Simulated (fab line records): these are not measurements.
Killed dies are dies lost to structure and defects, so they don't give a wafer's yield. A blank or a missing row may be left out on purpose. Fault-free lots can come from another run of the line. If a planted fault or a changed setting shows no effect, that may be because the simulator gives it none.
Which of the tools did it? | flow n5Finfet | 10 lots with 30 wafers sampled at 4 steps, on a route of 1938 steps

WHAT THE GAUGES READ, wafer by wafer
N5_BEOL_M0_INSPECT_127: inspects for defects (darkfield).
lot  | measured     | on               | rawDefectCount
L273 | day 5 23:14  | defectInspect-02 | 54 61 61
L275 | day 6 14:23  | defectInspect-02 | 64 50 89
L277 | day 7 04:37  | defectInspect-02 | 95 99 104
L279 | day 7 12:31  | defectInspect-01 | 42 40 73
L281 | day 8 04:40  | defectInspect-02 | 81 53 50
L285 | day 9 04:38  | defectInspect-01 | 64 80 80
L286 | day 9 10:17  | defectInspect-01 | 45 44 55
L287 | day 9 21:25  | defectInspect-02 | 297 305 334
L291 | day 10 13:55 | defectInspect-01 | 292 317 333
L292 | day 10 21:02 | defectInspect-01 | 307 305 283

EACH LOT AND THE TOOL THAT RAN IT (in order: tool; ch and the chambers of the sampled wafers; start)
lot  | N5_BEOL_M0_SPUTTER_132      | N5_BEOL_M0_SPUTTER_141      | N5_BEOL_M0_CMP_120
L273 | pvdSputter-01, day 5 21:52  | pvdSputter-01, day 5 22:06  | cmp-03 ch 1,3, day 5 22:35
L275 | pvdSputter-02, day 6 12:59  | pvdSputter-02, day 6 13:13  | cmp-04 ch 0,2, day 6 13:46
L277 | pvdSputter-02, day 7 03:16  | pvdSputter-02, day 7 03:32  | cmp-01 ch 0,3, day 7 04:04
L279 | pvdSputter-02, day 7 10:47  | pvdSputter-02, day 7 11:02  | cmp-03 ch 2,3, day 7 11:58
L281 | pvdSputter-01, day 8 03:22  | pvdSputter-01, day 8 03:36  | cmp-04 ch 2,3, day 8 04:05
L285 | pvdSputter-02, day 9 03:19  | pvdSputter-02, day 9 03:33  | cmp-01 ch 1,2,3, day 9 04:04
L286 | pvdSputter-01, day 9 08:55  | pvdSputter-01, day 9 09:09  | cmp-01 ch 0,2, day 9 09:41
L287 | pvdSputter-03, day 9 20:03  | pvdSputter-03, day 9 20:17  | cmp-01 ch 0,2, day 9 20:49
L291 | pvdSputter-02, day 10 12:36 | pvdSputter-02, day 10 12:50 | cmp-01 ch 1,2,3, day 10 13:20
L292 | pvdSputter-03, day 10 18:17 | pvdSputter-03, day 10 18:32 | cmp-01 ch 0,1,2, day 10 20:13
- N5_BEOL_M0_SPUTTER_132: material Cu, target thk 4 nm, time 7.37 s.
- N5_BEOL_M0_SPUTTER_141: material Cu, target thk 4 nm, time 7.37 s.
- N5_BEOL_M0_CMP_120: polishes, stops on SiOC, t overpolish 6.9 s.

THE ANSWER, worked out from the rows above alone
Rule: what is usual is taken from the lots themselves. The widest of any qualifying gaps counts: lots, ordered by their means at a reading, are off when they make up no more than a third of the lots, leave a main group of 4 or more, and stand apart from it by 3 or more times the standard deviation of that group's means. The tables above print the reading to a certain number of digits; a main group whose means all agree to those digits is not used. A lot without any number at a reading at which 4 lots or more have one is off too. The other lots that the step has rows for count as sound.
Off: L287, L291, L292 (N5_BEOL_M0_INSPECT_127, rawDefectCount). Mean 66 and standard deviation 16 in the main group.
A tool fits if, at a process step before that reading, it ran every lot that is off, and no sound lot after the first of them. Gauges at N5_BEOL_M0_INSPECT_127: tried the same way as those tools. One candidate fits, namely cmp-01 at N5_BEOL_M0_CMP_120. Its last sound lot is L286 (day 9 09:41), its first lot that is off L287 (day 9 20:49): a fault that began between those two fits.

WHAT WAS PUT IN BY THE SIMULATOR
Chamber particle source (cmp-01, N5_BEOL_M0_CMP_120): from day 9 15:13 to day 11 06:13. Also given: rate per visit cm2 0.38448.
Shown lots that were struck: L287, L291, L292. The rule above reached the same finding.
